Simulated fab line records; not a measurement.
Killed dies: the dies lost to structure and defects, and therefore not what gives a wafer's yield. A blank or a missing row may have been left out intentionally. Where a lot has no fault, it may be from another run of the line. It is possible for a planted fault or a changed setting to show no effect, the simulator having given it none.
Which tool did it? / flow nand-harc / 13 lots, 39 wafers sampled, at 5 steps of a route of 1302

## WHAT THE GAUGES SHOWED, per wafer
NHARC_END_SORT_01. Usual: killed-at-array 59, standard deviation 20; killed-at-other 0.8, standard deviation 1.1; killed-at-periphery 5, standard deviation 3.1; killed-dies 64, standard deviation 21; killed-open 3.4, standard deviation 1.9; killed-short 2.3, standard deviation 1.7.
lot=L611; measured=day 30 14:13; on=prober-02; killed-at-array=677 677 676; killed-at-other=0 0 1; killed-at-periphery=0 0 0; killed-dies=677 677 677; killed-open=0 1 0; killed-short=0 0 0; flag=OFF

## TOOL THAT RAN EACH LOT (tool first, then ch and the chambers of the sampled wafers, then the start)
lot=L600; NHARC_A_STAIRCASE_TRIM_226=rie-diel-13 ch 0,1, day 16 02:40 or earlier; NHARC_A_STAIRCASE_TRIM_233=rie-diel-13 ch 0,1, day 16 02:40 or earlier; NHARC_A_STAIRCASE_ETCH_253=rie-diel-13 ch 0,2, day 16 02:40; NHARC_A_STAIRCASE_HM_DEP_456=acl-dep-01 ch 0, day 16 06:11
lot=L599; NHARC_A_STAIRCASE_TRIM_226=rie-diel-04 ch 0,3, day 16 10:52 or earlier; NHARC_A_STAIRCASE_TRIM_233=rie-diel-02 ch 1,3, day 16 10:52 or earlier; NHARC_A_STAIRCASE_ETCH_253=rie-diel-02 ch 1,2, day 16 10:52; NHARC_A_STAIRCASE_HM_DEP_456=acl-dep-01 ch 0, day 16 11:47
lot=L601; NHARC_A_STAIRCASE_TRIM_226=rie-diel-02 ch 0,1,3, day 16 21:07 or earlier; NHARC_A_STAIRCASE_TRIM_233=rie-diel-13 ch 0,1, day 16 21:07 or earlier; NHARC_A_STAIRCASE_ETCH_253=rie-diel-13 ch 0,1, day 16 21:07; NHARC_A_STAIRCASE_HM_DEP_456=acl-dep-01 ch 0, day 17 03:32
lot=L604; NHARC_A_STAIRCASE_TRIM_226=rie-diel-02 ch 0,3, day 18 15:53 or earlier; NHARC_A_STAIRCASE_TRIM_233=rie-diel-02 ch 0,1, day 18 15:53 or earlier; NHARC_A_STAIRCASE_ETCH_253=rie-diel-13 ch 0,1,3, day 18 15:53; NHARC_A_STAIRCASE_HM_DEP_456=acl-dep-02 ch 0, day 18 16:47
lot=L605; NHARC_A_STAIRCASE_TRIM_226=rie-diel-13 ch 0,1,3, day 18 16:06 or earlier; NHARC_A_STAIRCASE_TRIM_233=rie-diel-04 ch 0,3, day 18 16:06 or earlier; NHARC_A_STAIRCASE_ETCH_253=rie-diel-02 ch 0,1,3, day 18 16:06; NHARC_A_STAIRCASE_HM_DEP_456=acl-dep-02 ch 0, day 18 19:32
lot=L606; NHARC_A_STAIRCASE_TRIM_226=rie-diel-04 ch 0,1, day 19 22:04 or earlier; NHARC_A_STAIRCASE_TRIM_233=rie-diel-04 ch 0,1,3, day 19 22:04 or earlier; NHARC_A_STAIRCASE_ETCH_253=rie-diel-13 ch 0,2,3, day 19 22:04; NHARC_A_STAIRCASE_HM_DEP_456=acl-dep-03 ch 0, day 20 01:28
lot=L611; NHARC_A_STAIRCASE_TRIM_226=rie-diel-13 ch 0,2, day 21 05:20 or earlier; NHARC_A_STAIRCASE_TRIM_233=rie-diel-04 ch 0,1,2, day 21 05:20 or earlier; NHARC_A_STAIRCASE_ETCH_253=rie-diel-02 ch 0,1,3, day 21 05:20; NHARC_A_STAIRCASE_HM_DEP_456=acl-dep-01, day 21 08:25
lot=L612; NHARC_A_STAIRCASE_TRIM_226=rie-diel-04 ch 0,3, day 21 05:49 or earlier; NHARC_A_STAIRCASE_TRIM_233=rie-diel-04 ch 0,1, day 21 05:49 or earlier; NHARC_A_STAIRCASE_ETCH_253=rie-diel-02 ch 1,2,3, day 21 05:49; NHARC_A_STAIRCASE_HM_DEP_456=acl-dep-02, day 21 10:41
lot=L618; NHARC_A_STAIRCASE_TRIM_226=rie-diel-04 ch 0,3, day 23 21:08 or earlier; NHARC_A_STAIRCASE_TRIM_233=rie-diel-13 ch 2,3, day 23 21:08 or earlier; NHARC_A_STAIRCASE_ETCH_253=rie-diel-13 ch 0,1, day 23 21:08; NHARC_A_STAIRCASE_HM_DEP_456=acl-dep-03 ch 0, day 23 23:02
lot=L619; NHARC_A_STAIRCASE_TRIM_226=rie-diel-13 ch 1,2,3, day 24 16:13 or earlier; NHARC_A_STAIRCASE_TRIM_233=rie-diel-02 ch 1,3, day 24 16:13 or earlier; NHARC_A_STAIRCASE_ETCH_253=rie-diel-02 ch 0,1, day 24 16:13; NHARC_A_STAIRCASE_HM_DEP_456=acl-dep-02 ch 0, day 24 20:33
lot=L621; NHARC_A_STAIRCASE_TRIM_226=rie-diel-04 ch 1,3, day 25 09:40 or earlier; NHARC_A_STAIRCASE_TRIM_233=rie-diel-02 ch 0,2, day 25 09:40 or earlier; NHARC_A_STAIRCASE_ETCH_253=rie-diel-04 ch 0,1,2, day 25 09:40; NHARC_A_STAIRCASE_HM_DEP_456=acl-dep-03 ch 0, day 25 11:48
lot=L620; NHARC_A_STAIRCASE_TRIM_226=rie-diel-04 ch 0,3, day 25 10:49 or earlier; NHARC_A_STAIRCASE_TRIM_233=rie-diel-04 ch 0,1, day 25 10:49 or earlier; NHARC_A_STAIRCASE_ETCH_253=rie-diel-13 ch 0,1,3, day 25 10:49; NHARC_A_STAIRCASE_HM_DEP_456=acl-dep-02 ch 0, day 25 12:43
lot=L622; NHARC_A_STAIRCASE_TRIM_226=rie-diel-04 ch 1,3, day 25 13:45 or earlier; NHARC_A_STAIRCASE_TRIM_233=rie-diel-04 ch 2,3, day 25 13:45 or earlier; NHARC_A_STAIRCASE_ETCH_253=rie-diel-13 ch 1,2,3, day 25 13:45; NHARC_A_STAIRCASE_HM_DEP_456=acl-dep-01 ch 0, day 25 16:46
- NHARC_A_STAIRCASE_TRIM_226: chemistry O2, time 211.2 s.
- NHARC_A_STAIRCASE_TRIM_233: chemistry O2, time 211.2 s.
- NHARC_A_STAIRCASE_ETCH_253: etches the open film in C4F8/O2, target depth 50 nm, time 20.2 s.
- NHARC_A_STAIRCASE_HM_DEP_456: deposits aC, target thk 3100 nm.

## WHAT THE TOOLS THEMSELVES READ (means of the sampled wafers that have a number; where no wafer has one, the mark that the record gives instead)
NHARC_A_STAIRCASE_TRIM_226. Usual: drypump-motor-current-A 5.8 A, standard deviation 0.55; oes-product-au 1.005 a.u., standard deviation 0.014; rf-vpp-V 58.0 V, standard deviation 0.83; showerhead-plenum-p-Torr 3.57 Torr, standard deviation 0.12; throttle-valve-pct 17.036 %, standard deviation 0.0098.
lot=L600; tool=rie-diel-13; drypump-motor-current-A (A)=5.7; oes-product-au (a.u.)=1.000; rf-vpp-V (V)=58.6; showerhead-plenum-p-Torr (Torr)=3.61; throttle-valve-pct (%)=17.037; flag=
lot=L599; tool=rie-diel-04; drypump-motor-current-A (A)=5.7; oes-product-au (a.u.)=1.006; rf-vpp-V (V)=58.3; showerhead-plenum-p-Torr (Torr)=3.65; throttle-valve-pct (%)=17.033; flag=
lot=L601; tool=rie-diel-02; drypump-motor-current-A (A)=6.6; oes-product-au (a.u.)=1.004; rf-vpp-V (V)=58.0; showerhead-plenum-p-Torr (Torr)=3.54; throttle-valve-pct (%)=17.036; flag=
lot=L604; tool=rie-diel-02; drypump-motor-current-A (A)=6.7; oes-product-au (a.u.)=1.006; rf-vpp-V (V)=58.0; showerhead-plenum-p-Torr (Torr)=3.60; throttle-valve-pct (%)=17.037; flag=
lot=L605; tool=rie-diel-13; drypump-motor-current-A (A)=5.9; oes-product-au (a.u.)=0.984; rf-vpp-V (V)=58.2; showerhead-plenum-p-Torr (Torr)=3.59; throttle-valve-pct (%)=17.037; flag=
lot=L606; tool=rie-diel-04; drypump-motor-current-A (A)=5.8; oes-product-au (a.u.)=1.015; rf-vpp-V (V)=57.9; showerhead-plenum-p-Torr (Torr)=3.62; throttle-valve-pct (%)=17.027; flag=
lot=L611; tool=rie-diel-13; drypump-motor-current-A (A)=5.0; oes-product-au (a.u.)=1.013; rf-vpp-V (V)=57.4; showerhead-plenum-p-Torr (Torr)=3.41; throttle-valve-pct (%)=17.031; flag=
lot=L612; tool=rie-diel-04; drypump-motor-current-A (A)=5.7; oes-product-au (a.u.)=1.010; rf-vpp-V (V)=58.4; showerhead-plenum-p-Torr (Torr)=3.63; throttle-valve-pct (%)=17.034; flag=
lot=L618; tool=rie-diel-04; drypump-motor-current-A (A)=5.8; oes-product-au (a.u.)=1.028; rf-vpp-V (V)=58.4; showerhead-plenum-p-Torr (Torr)=3.61; throttle-valve-pct (%)=17.032; flag=
lot=L619; tool=rie-diel-13; drypump-motor-current-A (A)=5.8; oes-product-au (a.u.)=0.989; rf-vpp-V (V)=57.4; showerhead-plenum-p-Torr (Torr)=3.52; throttle-valve-pct (%)=17.035; flag=
lot=L621; tool=rie-diel-04; drypump-motor-current-A (A)=5.7; oes-product-au (a.u.)=0.996; rf-vpp-V (V)=57.9; showerhead-plenum-p-Torr (Torr)=3.62; throttle-valve-pct (%)=17.027; flag=
lot=L620; tool=rie-diel-04; drypump-motor-current-A (A)=5.8; oes-product-au (a.u.)=1.019; rf-vpp-V (V)=57.2; showerhead-plenum-p-Torr (Torr)=3.60; throttle-valve-pct (%)=17.039; flag=
lot=L622; tool=rie-diel-04; drypump-motor-current-A (A)=5.8; oes-product-au (a.u.)=1.009; rf-vpp-V (V)=58.5; showerhead-plenum-p-Torr (Torr)=3.61; throttle-valve-pct (%)=17.035; flag=

NHARC_A_STAIRCASE_TRIM_233. Usual: drypump-motor-current-A 5.9 A, standard deviation 0.61; oes-product-au 1.004 a.u., standard deviation 0.012; rf-vpp-V 57.9 V, standard deviation 0.84; showerhead-plenum-p-Torr 3.57 Torr, standard deviation 0.13; throttle-valve-pct 17.035 %, standard deviation 0.009.
lot=L600; tool=rie-diel-13; drypump-motor-current-A (A)=5.7; oes-product-au (a.u.)=0.999; rf-vpp-V (V)=57.5; showerhead-plenum-p-Torr (Torr)=3.61; throttle-valve-pct (%)=17.034; flag=
lot=L599; tool=rie-diel-02; drypump-motor-current-A (A)=6.7; oes-product-au (a.u.)=1.013; rf-vpp-V (V)=57.1; showerhead-plenum-p-Torr (Torr)=3.46; throttle-valve-pct (%)=17.039; flag=
lot=L601; tool=rie-diel-13; drypump-motor-current-A (A)=6.1; oes-product-au (a.u.)=1.006; rf-vpp-V (V)=58.4; showerhead-plenum-p-Torr (Torr)=3.69; throttle-valve-pct (%)=17.036; flag=
lot=L604; tool=rie-diel-02; drypump-motor-current-A (A)=6.7; oes-product-au (a.u.)=1.001; rf-vpp-V (V)=57.7; showerhead-plenum-p-Torr (Torr)=3.62; throttle-valve-pct (%)=17.033; flag=
lot=L605; tool=rie-diel-04; drypump-motor-current-A (A)=5.7; oes-product-au (a.u.)=1.002; rf-vpp-V (V)=57.8; showerhead-plenum-p-Torr (Torr)=3.64; throttle-valve-pct (%)=17.047; flag=
lot=L606; tool=rie-diel-04; drypump-motor-current-A (A)=5.8; oes-product-au (a.u.)=1.006; rf-vpp-V (V)=58.6; showerhead-plenum-p-Torr (Torr)=3.63; throttle-valve-pct (%)=17.037; flag=
lot=L611; tool=rie-diel-04; drypump-motor-current-A (A)=5.6; oes-product-au (a.u.)=1.012; rf-vpp-V (V)=57.6; showerhead-plenum-p-Torr (Torr)=3.59; throttle-valve-pct (%)=17.031; flag=
lot=L612; tool=rie-diel-04; drypump-motor-current-A (A)=5.9; oes-product-au (a.u.)=1.009; rf-vpp-V (V)=57.8; showerhead-plenum-p-Torr (Torr)=3.61; throttle-valve-pct (%)=17.035; flag=
lot=L618; tool=rie-diel-13; drypump-motor-current-A (A)=5.7; oes-product-au (a.u.)=0.988; rf-vpp-V (V)=57.6; showerhead-plenum-p-Torr (Torr)=3.44; throttle-valve-pct (%)=17.032; flag=
lot=L619; tool=rie-diel-02; drypump-motor-current-A (A)=6.7; oes-product-au (a.u.)=1.005; rf-vpp-V (V)=58.0; showerhead-plenum-p-Torr (Torr)=3.43; throttle-valve-pct (%)=17.038; flag=
lot=L621; tool=rie-diel-02; drypump-motor-current-A (A)=6.5; oes-product-au (a.u.)=1.003; rf-vpp-V (V)=58.9; showerhead-plenum-p-Torr (Torr)=3.72; throttle-valve-pct (%)=17.030; flag=
lot=L620; tool=rie-diel-04; drypump-motor-current-A (A)=5.9; oes-product-au (a.u.)=1.018; rf-vpp-V (V)=58.7; showerhead-plenum-p-Torr (Torr)=3.60; throttle-valve-pct (%)=17.034; flag=
lot=L622; tool=rie-diel-04; drypump-motor-current-A (A)=5.4; oes-product-au (a.u.)=1.003; rf-vpp-V (V)=57.9; showerhead-plenum-p-Torr (Torr)=3.59; throttle-valve-pct (%)=17.038; flag=

NHARC_A_STAIRCASE_ETCH_253. Usual: oes-product-au 0.955 a.u., standard deviation 0.019; rf-vpp-V 897 V, standard deviation 5.3.
lot=L600; tool=rie-diel-13; oes-product-au (a.u.)=0.943; rf-vpp-V (V)=894; flag=
lot=L599; tool=rie-diel-02; oes-product-au (a.u.)=0.963; rf-vpp-V (V)=898; flag=
lot=L601; tool=rie-diel-13; oes-product-au (a.u.)=0.950; rf-vpp-V (V)=898; flag=
lot=L604; tool=rie-diel-13; oes-product-au (a.u.)=0.957; rf-vpp-V (V)=898; flag=
lot=L605; tool=rie-diel-02; oes-product-au (a.u.)=0.962; rf-vpp-V (V)=896; flag=
lot=L606; tool=rie-diel-13; oes-product-au (a.u.)=0.920; rf-vpp-V (V)=894; flag=
lot=L611; tool=rie-diel-02; oes-product-au (a.u.)=0.967; rf-vpp-V (V)=896; flag=
lot=L612; tool=rie-diel-02; oes-product-au (a.u.)=0.964; rf-vpp-V (V)=895; flag=
lot=L618; tool=rie-diel-13; oes-product-au (a.u.)=0.970; rf-vpp-V (V)=898; flag=
lot=L619; tool=rie-diel-02; oes-product-au (a.u.)=0.963; rf-vpp-V (V)=893; flag=
lot=L621; tool=rie-diel-04; oes-product-au (a.u.)=0.986; rf-vpp-V (V)=897; flag=
lot=L620; tool=rie-diel-13; oes-product-au (a.u.)=0.946; rf-vpp-V (V)=898; flag=
lot=L622; tool=rie-diel-13; oes-product-au (a.u.)=0.964; rf-vpp-V (V)=896; flag=

NHARC_A_STAIRCASE_HM_DEP_456. Usual: susceptor-temp-C 399.91 C, standard deviation 0.24; throttle-valve-pct 35.001 %, standard deviation 0.0093.
lot=L600; tool=acl-dep-01; susceptor-temp-C (C)=399.95; throttle-valve-pct (%)=34.996; flag=
lot=L599; tool=acl-dep-01; susceptor-temp-C (C)=400.08; throttle-valve-pct (%)=35.000; flag=
lot=L601; tool=acl-dep-01; susceptor-temp-C (C)=399.62; throttle-valve-pct (%)=34.997; flag=
lot=L604; tool=acl-dep-02; susceptor-temp-C (C)=399.81; throttle-valve-pct (%)=35.004; flag=
lot=L605; tool=acl-dep-02; susceptor-temp-C (C)=-; throttle-valve-pct (%)=34.996; flag=OFF
lot=L606; tool=acl-dep-03; susceptor-temp-C (C)=400.11; throttle-valve-pct (%)=34.995; flag=
lot=L611; tool=acl-dep-01; susceptor-temp-C (C)=-; throttle-valve-pct (%)=-; flag=OFF
lot=L612; tool=acl-dep-02; susceptor-temp-C (C)=-; throttle-valve-pct (%)=-; flag=OFF
lot=L618; tool=acl-dep-03; susceptor-temp-C (C)=400.10; throttle-valve-pct (%)=35.010; flag=
lot=L619; tool=acl-dep-02; susceptor-temp-C (C)=400.02; throttle-valve-pct (%)=35.009; flag=
lot=L621; tool=acl-dep-03; susceptor-temp-C (C)=-; throttle-valve-pct (%)=35.004; flag=OFF
lot=L620; tool=acl-dep-02; susceptor-temp-C (C)=400.06; throttle-valve-pct (%)=35.003; flag=
lot=L622; tool=acl-dep-01; susceptor-temp-C (C)=399.67; throttle-valve-pct (%)=35.011; flag=

## THE ANSWER, worked out from the rows above alone
Rule: a lot is off if the mean of its wafers that have a number lies more than 3 standard deviations from the usual mean. Also off: a lot with no number at a reading for which 4 or more lots have one. Any other lot the step has rows for is counted as sound. Order of review: gauges by route order, followed by the tools' own readings, for which a lot's mean as printed above is used. The first step at which some lot is off is used, and at that step the reading that is off furthest; a lot without a number counts as furthest.
Off: L611 (NHARC_END_SORT_01, killed-at-array). Neither off nor sound, because the step has no rows for them: L600, L599, L601, L604, L605, L606, L612, L618, L619, L621, L620, L622.
A tool fits if, at a process step before that reading, it ran every lot that is off, and no sound lot after the first of them. Not tried: the gauges at NHARC_END_SORT_01; whatever is off there is also off at NHARC_A_STAIRCASE_HM_DEP_456, on other tools, and gauge error can't account for it. With no start given for some of its lots, NHARC_A_STAIRCASE_TRIM_226 uses the hours and lot order of NHARC_A_STAIRCASE_ETCH_253. With no start given for some of its lots, NHARC_A_STAIRCASE_TRIM_233 uses the hours and lot order of NHARC_A_STAIRCASE_ETCH_253. Can't be told from this: 4 tools fit, rie-diel-13 at NHARC_A_STAIRCASE_TRIM_226, rie-diel-04 at NHARC_A_STAIRCASE_TRIM_233, rie-diel-02 at NHARC_A_STAIRCASE_ETCH_253, acl-dep-01 at NHARC_A_STAIRCASE_HM_DEP_456.

## WHAT THE SIMULATOR HAD PUT IN
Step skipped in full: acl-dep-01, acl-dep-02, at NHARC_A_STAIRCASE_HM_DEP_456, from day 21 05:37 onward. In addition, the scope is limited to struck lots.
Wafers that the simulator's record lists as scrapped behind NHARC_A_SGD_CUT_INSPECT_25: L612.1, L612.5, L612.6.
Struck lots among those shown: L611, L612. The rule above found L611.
